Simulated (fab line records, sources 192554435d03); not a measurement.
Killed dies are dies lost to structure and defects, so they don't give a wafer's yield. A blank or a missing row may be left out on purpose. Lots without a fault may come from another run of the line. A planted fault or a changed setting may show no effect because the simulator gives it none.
fab line records | flow n5_finfet
record lots=9 wafers=25 last_day=19
route steps=1938 shown BEOL_M11@1553 PASSIVATION@1936
lots that met no fault: from a run of the same line without faults
start_h: hours from the record's first day to the start of the lot's first wafer shown | wait_h: hours since the lot's step before | " the same as in the row above | L1.1+2: a row that stands for several wafers | - no value, or no start given | * or withheld: withheld | < > ~ a bound
route shown NAME@n: a module of which the file shows steps, and the number in the route of the first | usual: mean/standard deviation of fault-free wafers | same: alike in all rows | chamber/n: place in a boat | sites: the reading at each site | _std_site: their standard deviation | _edge_site: outer sites' mean less inner sites' | radius_mm: how far each site lies from the wafer's centre | mask NAME#n: copy n | behind: the tool/chamber that last shaped the wafer | hold: why the lot was held/for how many hours/how that ended | device: the transistor (n, p or np) that didn't switch | end of line: the same wafers' tests at the end of the route | a step without rows: its recipe alone | killed: dies lost to structure and defects at the first sort, not the wafer's yield | map: a wafer's dies, x killed, . not, _ none there
set.NAME: the setting as run; set.NAME@STEP: as run at that earlier step | model.NAME: the simulator's own value behind a step, which no gauge read
steps of the route over a sample of lots; a table a step, a row a wafer
services: from which hour (start_h, from the record's first day; less than 0 if before it) a tool's chamber was out of use, for how many hours, and why
## steps
# step N5_BEOL_M11_ETCH_61
# recipe chemistry=CF4 target=SiARC target_depth_a=390 mask_material=CAR-ArF time_s=65 ion_energy_ev=80 pressure_mtorr=40 source_w=545 bias_w=36 Ar_flow_sccm=100 cf4_flow_sccm=100 ends=cleared
# usual bias_w=36.02/0.12 drypump_motor_current_A=5.5/0.48 etch_rf_on_time_s=64.8/2.1 oes_product_au=0.69/0.072 rf_fwd_power_W=537.4/2.8 rf_vpp_V=184.2/1.2 showerhead_plenum_p_Torr=2.14/0.073 throttle_valve_pct=15.59/0.25
# columns lot.wafer tool chamber start_h wait_h bias_w drypump_motor_current_A etch_rf_on_time_s oes_product_au rf_fwd_power_W rf_hours_counter_h rf_vpp_V showerhead_plenum_p_Torr throttle_valve_pct
L420.2 rie_diel-04 2 260.39 0.0 36.04 4.7 67.3 0.59 534.9 236 182.9 2.00 15.52
L420.5 " 1 " " 35.84 5.6 65.2 0.66 539.4 - 184.4 2.14 15.72
L420.6 " 2 " " 35.82 4.7 68.1 0.58 536.4 - 182.8 2.00 15.51
L423.4 rie_diel-04 0 271.21 0.0 35.93 5.3 63.9 0.75 538.3 46 182.9 2.17 15.60
L423.5 " 1 " " 36.23 5.6 64.9 0.65 539.1 - 184.6 2.13 15.73
L423.6 " 0 " " 35.92 5.3 63.8 0.76 538.3 - 186.4 2.17 15.61
L426.2 rie_diel-04 3 278.64 0.0 35.98 6.4 63.7 0.62 529.9 178 182.3 2.12 15.78
L426.3 " 1 " " 36.05 5.6 65.1 0.66 539.8 172 183.7 2.13 15.74
L426.5 " 3 " " 35.91 6.4 64.1 0.63 532.4 - 183.5 2.12 15.79
L429.1 rie_diel-03 2 306.63 0.0 36.23 5.1 64.4 0.68 531.2 129 184.5 2.16 15.75
L429.4 " 3 " " 36.03 6.2 64.6 0.70 538.5 73 184.8 2.10 15.69
L429.6 " 2 " " 36.12 5.1 64.7 0.67 531.6 - 184.1 2.16 15.76
L433.3 rie_diel-04 0 330.46 0.0 35.97 5.3 64.5 0.73 537.2 64 185.9 2.16 15.63
L433.5 " 1 " " 36.10 5.6 65.1 0.64 539.4 - 182.6 2.13 15.76
L430.1 rie_diel-01 1 331.26 0.0 36.06 5.1 68.7 0.59 539.4 216 184.3 2.04 16.05
L430.4 " 2 " " 35.96 5.5 67.4 0.71 540.8 79 182.9 2.07 15.39
L430.6 " 2 " " 35.83 5.5 66.9 0.71 538.7 - 183.6 2.07 15.39
L441.1 rie_diel-04 2 370.53 0.0 35.88 4.7 65.8 0.79 536.8 16 183.8 2.24 15.04
L441.3 " 3 " " 36.09 6.4 63.3 0.61 533.1 206 185.2 2.11 15.84
L441.5 " 3 " " 36.13 6.4 62.7 0.61 531.6 - 184.7 2.11 15.85
L439.2 rie_diel-04 3 376.21 0.0 36.02 6.4 63.3 0.61 533.0 208 183.0 2.11 15.84
L439.3 " 0 " " 36.05 5.3 64.3 0.71 538.4 77 183.7 2.16 15.67
L439.5 " 3 " " 35.99 6.4 64.1 0.60 531.5 - 184.8 2.11 15.85
L442.4 rie_diel-01 2 404.27 0.0 36.17 5.4 67.5 0.69 543.2 100 183.8 2.06 15.41
L442.5 " 0 " " 35.89 5.4 64.2 0.71 539.3 - 185.2 2.24 15.57
# step N5_BEOL_M11_CD_MEAS_28
# recipe target_cd_nm=70 landing_energy_ev=500 detector=se_inlens polarity=opening
# usual cd_nm=69.8/1.4
# columns lot.wafer tool chamber start_h wait_h cd_nm
L420.2 cd_sem-01 0 263.77 - 71.6
L420.5 " 0 " " 68.9
L420.6 " 0 " " 68.8
L423.4 cd_sem-01 0 272.42 - 70.9
L423.5 " 0 " " 67.9
L423.6 " 0 " " 69.8
L426.2 cd_sem-01 0 281.32 - 68.4
L426.3 " 0 " " 68.2
L426.5 " 0 " " 66.8
L429.1 cd_sem-02 0 309.56 - 69.5
L429.4 " 0 " " 67.9
L429.6 " 0 " " 67.6
L433.3 cd_sem-01 0 332.20 - 71.1
L433.5 " 0 " " 72.7
L430.1 cd_sem-01 0 333.01 - 68.2
L430.4 " 0 " " 70.4
L430.6 " 0 " " 68.9
L441.1 cd_sem-01 0 374.90 - 70.9
L441.3 " 0 " " 71.4
L441.5 " 0 " " 69.7
L439.2 cd_sem-02 0 377.16 - 67.4
L439.3 " 0 " " 68.6
L439.5 " 0 " " 68.7
L442.4 cd_sem-02 0 405.10 - 69.2
L442.5 " 0 " " 71.6
# step N5_BEOL_M11_INSPECT_30
# recipe mode=adi inspect_instrument=brightfield
# usual raw_defect_count=437/94
# columns lot.wafer tool chamber start_h wait_h raw_defect_count
L420.2 defect_inspect-02 - 263.82 0.0 353
L420.5 " - " " 422
L420.6 " - " " 328
L423.4 defect_inspect-02 - 272.47 0.0 419
L423.5 " - " " 446
L423.6 " - " " 616
L426.2 defect_inspect-02 - 281.40 0.0 532
L426.3 " - " " 434
L426.5 " - " " 428
L429.1 defect_inspect-02 - 309.61 0.0 311
L429.4 " - " " 428
L429.6 " - " " 391
L433.3 defect_inspect-01 - 332.27 0.0 376
L433.5 " - " " 462
L430.1 defect_inspect-02 - 333.11 0.0 420
L430.4 " - " " 428
L430.6 " - " " 382
L441.1 defect_inspect-01 - 374.95 0.0 737
L441.3 " - " " 643
L441.5 " - " " 759
L439.2 defect_inspect-02 - 377.21 0.0 749
L439.3 " - " " 789
L439.5 " - " " 727
L442.4 defect_inspect-01 - 405.16 0.0 336
L442.5 " - " " 319
# step N5_BEOL_M11_ETCH_65
# recipe chemistry=CF4 target=SiARC target_depth_a=390 mask_material=CAR-ArF time_s=65 ion_energy_ev=80 pressure_mtorr=40 source_w=545 bias_w=36 Ar_flow_sccm=100 cf4_flow_sccm=100 ends=cleared
# usual bias_w=35.99/0.11 drypump_motor_current_A=5.5/0.48 etch_rf_on_time_s=64.9/2.2 oes_product_au=0.69/0.07 rf_fwd_power_W=537.6/3 rf_vpp_V=184.2/1.2 showerhead_plenum_p_Torr=2.14/0.072 throttle_valve_pct=15.63/0.26
# columns lot.wafer tool chamber start_h wait_h bias_w drypump_motor_current_A etch_rf_on_time_s oes_product_au rf_fwd_power_W rf_hours_counter_h rf_vpp_V showerhead_plenum_p_Torr throttle_valve_pct
L420.2 rie_diel-04 3 263.97 0.0 36.03 6.4 63.5 0.63 533.7 172 184.4 2.12 15.79
L420.5 " 1 " " 35.91 5.6 64.4 0.66 537.2 - 183.3 2.13 15.73
L420.6 " 2 " " 36.12 4.8 66.0 0.59 539.8 - 182.9 2.00 15.52
L423.4 rie_diel-03 3 272.54 0.0 35.91 6.2 64.0 0.70 535.7 66 183.9 2.10 15.69
L423.5 " 0 " " 35.98 4.9 63.4 0.78 538.7 - 186.1 2.27 15.38
L423.6 " 3 " " 36.03 6.2 63.8 0.70 536.9 - 183.4 2.10 15.68
L426.2 rie_diel-04 3 281.90 0.0 36.12 6.4 63.7 0.62 532.4 179 184.5 2.12 15.80
L426.3 " 2 " " 35.95 4.7 67.8 0.57 535.6 246 183.1 1.99 15.55
L426.5 " 3 " " 35.90 6.4 64.1 0.62 530.2 - 183.9 2.12 15.77
L429.1 rie_diel-03 3 309.68 0.0 35.99 6.2 64.5 0.68 541.7 75 183.3 2.09 15.69
L429.4 " 1 " " 36.07 5.6 62.8 0.61 537.9 223 184.2 2.12 15.92
L429.6 " 0 " " 36.11 5.0 64.0 0.76 543.8 - 185.9 2.26 15.40
L433.3 rie_diel-01 3 332.88 0.0 35.88 5.6 61.7 0.75 541.4 54 185.0 2.19 15.35
L433.5 " 0 " " 35.81 5.3 64.1 0.73 539.9 - 185.1 2.25 15.51
L430.1 rie_diel-01 1 333.34 0.0 35.96 5.1 68.4 0.58 537.1 217 184.3 2.04 16.04
L430.4 " 0 " " 36.09 5.4 63.3 0.75 539.0 48 186.7 2.25 15.53
L430.6 " 3 " " 36.18 5.6 61.0 0.75 538.2 - 185.2 2.19 15.36
L441.1 rie_diel-03 2 375.21 0.0 36.06 5.1 64.5 0.67 533.0 148 183.8 2.16 15.79
L441.3 " 3 " " 36.08 6.2 64.8 0.67 537.3 93 183.6 2.09 15.73
L441.5 " 3 " " 35.91 6.2 65.4 0.67 538.6 - 182.4 2.09 15.75
L439.2 rie_diel-01 3 377.28 0.0 35.98 5.6 61.8 0.74 541.0 67 183.5 2.19 15.38
L439.3 " 2 " " 35.89 5.4 67.5 0.69 539.1 93 184.4 2.06 15.41
L439.5 " 2 " " 35.86 5.5 67.3 0.69 537.8 - 183.9 2.06 15.42
L442.4 rie_diel-03 3 405.23 0.0 36.04 6.2 64.5 0.67 541.1 100 183.6 2.09 15.75
L442.5 " 2 " " 36.14 5.1 63.3 0.67 535.2 - 184.2 2.15 15.80
# step N5_BEOL_M11_ETCH_66
# recipe chemistry=N2/H2 target=SOC target_depth_a=1200 overetch_a=240 mask_material=SiARC temp_c=40 time_s=180 ion_energy_ev=200 pressure_mtorr=30 source_w=840 bias_w=150 n2_flow_sccm=200 h2_flow_sccm=200
# usual bias_w=150.0/0.42 drypump_motor_current_A=5.5/0.47 oes_product_au=0.65/0.062 rf_fwd_power_W=836.2/3 rf_vpp_V=523.9/2.5 showerhead_plenum_p_Torr=2.54/0.093 temp_c=40.00/0.11 throttle_valve_pct=17.8/0.31
# same time_s=180
# columns lot.wafer tool chamber start_h wait_h bias_w drypump_motor_current_A oes_product_au rf_fwd_power_W rf_hours_counter_h rf_vpp_V showerhead_plenum_p_Torr temp_c throttle_valve_pct
L420.2 rie_diel-04 3 264.02 0.0 149.8 6.4 0.59 831.7 172 524.3 2.55 40.01 18.2
L420.5 " 1 " " 150.1 5.7 0.62 832.6 - 523.5 2.52 40.08 17.8
L420.6 " 2 " " 149.9 4.7 0.56 833.0 - 520.5 2.42 40.19 18.1
L423.4 rie_diel-03 3 272.59 0.0 149.9 6.2 0.66 832.1 66 522.6 2.47 39.86 17.8
L423.5 " 0 " " 149.9 5.0 0.72 836.2 - 527.6 2.66 40.16 17.3
L423.6 " 3 " " 150.7 6.2 0.66 834.8 - 521.5 2.47 39.96 17.8
L426.2 rie_diel-04 3 281.95 0.0 150.0 6.4 0.58 837.4 179 524.5 2.55 40.05 18.3
L426.3 " 2 " " 149.8 4.7 0.56 837.3 246 520.1 2.42 39.87 18.0
L426.5 " 3 " " 150.5 6.4 0.58 839.5 - 523.4 2.55 40.15 18.3
L429.1 rie_diel-03 3 309.73 0.0 149.4 6.2 0.66 837.4 75 522.0 2.47 40.05 17.8
L429.4 " 1 " " 149.7 5.6 0.57 835.7 223 522.7 2.51 39.93 18.1
L429.6 " 0 " " 149.4 5.0 0.71 838.2 - 528.6 2.66 40.01 17.3
L433.3 rie_diel-01 3 332.93 0.0 149.9 5.6 0.69 838.0 54 526.2 2.55 40.09 17.3
L433.5 " 0 " " 150.0 5.3 0.69 836.6 - 528.2 2.69 39.89 17.8
L430.1 rie_diel-01 1 333.39 0.0 149.2 5.1 0.57 832.8 217 520.5 2.40 39.82 18.2
L430.4 " 0 " " 149.9 5.3 0.69 839.6 48 527.7 2.69 39.93 17.7
L430.6 " 3 " " 150.5 5.6 0.68 835.6 - 525.5 2.55 39.95 17.3
L441.1 rie_diel-03 2 375.26 0.0 149.8 5.0 0.63 831.1 148 524.0 2.55 39.98 17.9
L441.3 " 3 " " 150.4 6.2 0.63 836.4 93 521.9 2.46 40.11 17.9
L441.5 " 3 " " 149.8 6.2 0.63 832.9 - 522.1 2.46 40.08 17.9
L439.2 rie_diel-01 3 377.33 0.0 150.8 5.6 0.68 840.3 67 524.6 2.55 39.89 17.3
L439.3 " 2 " " 150.0 5.5 0.67 839.3 93 522.0 2.44 39.96 17.6
L439.5 " 2 " " 150.0 5.5 0.67 840.5 - 521.9 2.44 40.05 17.6
L442.4 rie_diel-03 3 405.28 0.0 149.9 6.2 0.63 837.3 100 521.9 2.46 39.92 17.9
L442.5 " 2 " " 149.9 5.1 0.63 828.4 - 522.6 2.55 39.95 17.9
# step N5_PASSIVATION_PROBE_49
# usual defect_limited_yield=91.3/1.4 killed_at_M0_to_M3=36/10 killed_at_M4_up=13/5.4 killed_at_contacts=12/5.3 killed_at_front_end=39/10 killed_at_other=3.2/2.7 killed_dies=103/16 killed_open=68/13 killed_short=33/6.6 sort_bin_4_leakage=0.01/0.031 sort_bin_5_function=5.1/0.92 sort_bin_6_memory=3.3/0.68 sort_bin_8_speed=0.1/0.41 sort_n_pass=1077/17 sort_yield_pct=91.2/1.4
# same gross_dies=1180 killed_at_back_side=0
# columns lot.wafer tool chamber start_h wait_h defect_limited_yield[%] killed_at_M0_to_M3 killed_at_M4_up killed_at_contacts killed_at_front_end killed_at_other killed_dies killed_open killed_short sort_bin_4_leakage[%] sort_bin_5_function[%] sort_bin_6_memory[%] sort_bin_8_speed[%] sort_n_pass sort_yield_pct[%]
L423.4 prober-01 - 323.60 0.2 90.3 36 23 13 41 1 114 80 32 0 6.2 3.2 0.2 1064 90.2
L423.5 prober-01 - 323.65 0.2 89.2 62 7 15 42 1 127 90 35 0 6.9 3.8 0.1 1052 89.2
L423.6 prober-01 - 323.70 0.3 91.9 46 12 15 21 2 96 63 32 0 4.7 3.2 0.8 1074 91.0
L439.2 prober-01 - 429.97 0.1 84.8 22 118 3 35 1 179 58 25 0 10.1 3.6 0 1001 84.8
L439.3 prober-01 - 430.02 0.1 86.4 49 57 1 52 2 161 65 36 0 8.1 3.4 0 1019 86.4
L439.5 prober-01 - 430.12 0.2 82.4 35 129 6 36 2 208 67 39 0 10.5 5.3 0 972 82.4
L441.1 prober-01 - 432.40 0.0 82.6 44 108 16 33 4 205 73 33 0 10.7 5.3 0 975 82.6
L441.3 prober-01 - 432.50 0.1 83.1 24 103 17 50 6 200 68 39 0 10.8 4.7 0 980 83.1
L441.5 prober-01 - 432.60 0.2 80.3 34 116 10 67 5 232 93 36 0 13.2 4.9 0 948 80.3
# killed by level:class
L423.4 STI_FIN_REVEAL:geometric_particle:open=13 BEOL_M4:geometric_particle:open=13 MOL_CONTACT_COAG:geometric_particle:open=11 BEOL_M0_SAQP:geometric_particle:short=9 BEOL_M2:geometric_particle:open=8 STI_FIN_REVEAL:geometric_particle:short=6 GATE_CUT:geometric_particle:open=5 BEOL_M1:geometric_particle:open=5
L423.5 BEOL_M0_SAQP:geometric_particle:short=12 BEOL_M0:geometric_particle:open=11 MOL_CONTACT_COAG:geometric_particle:open=11 BEOL_M0_SAQP:geometric_particle:open=11 BEOL_M3:geometric_particle:open=9 BEOL_M1:geometric_particle:open=8 FIN_SAQP:geometric_particle:open=7 GATE_CUT:geometric_particle:open=6
L423.6 MOL_CONTACT_COAG:geometric_particle:open=12 BEOL_M0_SAQP:geometric_particle:open=11 BEOL_M0_SAQP:geometric_particle:short=11 BEOL_M3:geometric_particle:open=9 FIN_SAQP:geometric_particle:short=6 STI_FIN_REVEAL:geometric_particle:open=6 BEOL_M2:geometric_particle:open=4 BEOL_M5:geometric_particle:open=4
L439.2 BEOL_M11:unspecified=95 STI_FIN_REVEAL:geometric_particle:open=13 BEOL_M4:geometric_particle:open=13 BEOL_M0_SAQP:geometric_particle:short=8 FIN_SAQP:geometric_particle:open=6 BEOL_M5:geometric_particle:open=5 DUMMY_GATE:geometric_particle:open=4 BEOL_M0_SAQP:geometric_particle:open=4
L439.3 BEOL_M11:unspecified=45 HKMG_FIN:area_etch=14 BEOL_M3:geometric_particle:open=12 BEOL_M1:geometric_particle:short=7 STI_FIN_REVEAL:geometric_particle:open=6 BEOL_M0_SAQP:geometric_particle:open=6 BEOL_M0_SAQP:geometric_particle:short=6 BEOL_M0:geometric_particle:open=6
L439.5 BEOL_M11:unspecified=99 BEOL_M2:geometric_particle:open=16 BEOL_M4:geometric_particle:open=16 FIN_SAQP:geometric_particle:open=8 FIN_SAQP:geometric_particle:short=8 BEOL_M0_SAQP:geometric_particle:open=7 MOL_CONTACT_COAG:geometric_particle:open=4 BEOL_M0_SAQP:geometric_particle:short=4
L441.1 BEOL_M11:unspecified=98 STI_FIN_REVEAL:geometric_particle:open=13 MOL_CONTACT_COAG:geometric_particle:open=12 BEOL_M2:geometric_particle:open=11 BEOL_M0_SAQP:geometric_particle:open=8 BEOL_M1:geometric_particle:open=7 BEOL_M0_SAQP:geometric_particle:short=5 MOL_CONTACT_COAG:geometric_particle:short=4
L441.3 BEOL_M11:unspecified=93 STI_FIN_REVEAL:geometric_particle:open=14 MOL_CONTACT_COAG:geometric_particle:open=13 FIN_SAQP:geometric_particle:open=6 FIN_SAQP:geometric_particle:short=5 GATE_CUT:geometric_particle:short=5 BEOL_M1:geometric_particle:open=5 BEOL_M2:geometric_particle:open=5
L441.5 BEOL_M11:unspecified=103 STI_FIN_REVEAL:geometric_particle:open=28 BEOL_M3:geometric_particle:open=12 BEOL_M1:geometric_particle:open=9 STI_FIN_REVEAL:geometric_particle:short=8 MOL_CONTACT_COAG:geometric_particle:open=7 FIN_SAQP:geometric_particle:open=6 BEOL_M2:geometric_particle:open=4
## services
# columns tool chamber start_h hours kind
rie_diel-03 - 244.35 28.1 pm
rie_diel-04 2 292.60 - clean
rie_diel-04 2 292.60 - consumable_replace:focus_ring
rie_diel-04 2 292.60 - consumable_replace:showerhead
rie_diel-04 2 292.60 22.2 scheduled_down
rie_diel-04 2 292.60 22.2 vent_cycle
rie_diel-03 - 302.43 0.1 repair
rie_diel-04 - 305.71 4.3 pm
rie_diel-01 - 311.69 0.4 repair
rie_diel-04 1 386.02 8.0 repair
## key
first_sign step=N5_BEOL_M11_INSPECT_30 reading=raw_defect_count direction=up sigmas=3.2 usual=437 struck=734
effect step=N5_PASSIVATION_PROBE_49 reading=killed_at_M4_up direction=up sigmas=17 usual=13 struck=105
more_kills_born_at N5_BEOL_M11_ETCH_61@rie_diel-04=533
met_at N5_BEOL_M11_ETCH_61
struck_lots L439,L441
baseline_loss step=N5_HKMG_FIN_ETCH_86 wafers=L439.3
not_acting_at N5_BEOL_M11_CD_MEAS_28,N5_BEOL_M11_ETCH_65,N5_BEOL_M11_ETCH_66
onset_between 330.46 370.53
fault kind=chamber_particle_source tool=rie_diel-04 chamber=- onset_h=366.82 steps=N5_BEOL_M11_ETCH_61 rate_per_visit_cm2=0.44883 end_h=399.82
# baseline_loss: these wafers lose ten dies or more at that step, a loss of the line's own and not of a fault; the sort's usual values leave them out
